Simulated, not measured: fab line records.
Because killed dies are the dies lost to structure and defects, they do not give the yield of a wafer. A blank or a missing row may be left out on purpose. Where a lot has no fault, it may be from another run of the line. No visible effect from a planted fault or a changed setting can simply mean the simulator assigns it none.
Chamber matching / flow n5 finfet / ald sin-01 running N5_FIN_SAQP_ALD_61: 4 sister chambers
The step deposits SiO2, target thk 4 nm, pulse time 1 s, purge time 2 s. 17 wafers are shown with their chamber, then 8 later ones without.

## WAFERS WITH THEIR CHAMBER
wafer=L592.2; chamber=3; heater power w (W)=504; precursor pulse height rel=1.008
wafer=L592.3; chamber=2; heater power w (W)=443; precursor pulse height rel=1.015
wafer=L592.6; chamber=1; heater power w (W)=471; precursor pulse height rel=1.005
wafer=L594.2; chamber=3; heater power w (W)=525; precursor pulse height rel=0.994
wafer=L594.4; chamber=1; heater power w (W)=470; precursor pulse height rel=0.995
wafer=L594.6; chamber=1; heater power w (W)=472; precursor pulse height rel=0.979
wafer=L595.2; chamber=2; heater power w (W)=444; precursor pulse height rel=0.983
wafer=L595.4; chamber=0; heater power w (W)=536; precursor pulse height rel=1.030
wafer=L595.6; chamber=0; heater power w (W)=531; precursor pulse height rel=1.006
wafer=L604.3; chamber=2; heater power w (W)=447; precursor pulse height rel=0.973
wafer=L604.4; chamber=0; heater power w (W)=532; precursor pulse height rel=1.009
wafer=L604.5; chamber=0; heater power w (W)=534; precursor pulse height rel=1.006
wafer=L606.2; chamber=2; heater power w (W)=458; precursor pulse height rel=0.978
wafer=L606.3; chamber=1; heater power w (W)=489; precursor pulse height rel=1.019
wafer=L606.6; chamber=3; heater power w (W)=502; precursor pulse height rel=0.984
wafer=L607.1; chamber=1; heater power w (W)=481; precursor pulse height rel=1.001
wafer=L611.1; chamber=1; heater power w (W)=475; precursor pulse height rel=0.984

SIGNATURES (averages over the wafers above)
reading=heater power w; chamber 0=533.25; chamber 1=476.33; chamber 2=448.00; chamber 3=510.33; scatter within a chamber=7.61
reading=precursor pulse height rel; chamber 0=1.01275; chamber 1=0.99717; chamber 2=0.98725; chamber 3=0.99533; scatter within a chamber=0.0148
Rule: a wafer's distance from a chamber is the root of the sum, over the readings, of the square of ((its reading less the chamber's mean) divided by the reading's scatter). If the next closest chamber is less than 2 further off than the closest, the wafer can't be placed; otherwise it belongs to the closest. The scatter is the square root of a quotient: the sum, over the shown wafers, of each reading's squared deviation from its chamber's mean, divided by wafers minus chambers.

## WAFERS WITH NO CHAMBER GIVEN
wafer=L611.3; heater power w (W)=445; precursor pulse height rel=1.010
wafer=L611.5; heater power w (W)=530; precursor pulse height rel=1.009
wafer=L612.1; heater power w (W)=529; precursor pulse height rel=0.997
wafer=L612.2; heater power w (W)=483; precursor pulse height rel=0.967
wafer=L612.4; heater power w (W)=501; precursor pulse height rel=0.987
wafer=L615.4; heater power w (W)=537; precursor pulse height rel=1.008
wafer=L615.5; heater power w (W)=519; precursor pulse height rel=0.988
wafer=L615.6; heater power w (W)=533; precursor pulse height rel=1.007

## CHAMBER TAKEN BY EACH
wafer=L611.3; from the rows above=2; in truth=2
wafer=L611.5; from the rows above=0; in truth=0
wafer=L612.1; from the rows above=can't be placed: 0 or 3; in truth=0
wafer=L612.2; from the rows above=can't be placed: 1 or 3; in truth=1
wafer=L612.4; from the rows above=can't be placed: 3 or 1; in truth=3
wafer=L615.4; from the rows above=0; in truth=0
wafer=L615.5; from the rows above=can't be placed: 3 or 0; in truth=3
wafer=L615.6; from the rows above=0; in truth=0
4 of 8 placed correctly. From these rows, 4 cannot be placed; in 4 the true chamber is one of the candidates. Wrongly placed: 0.
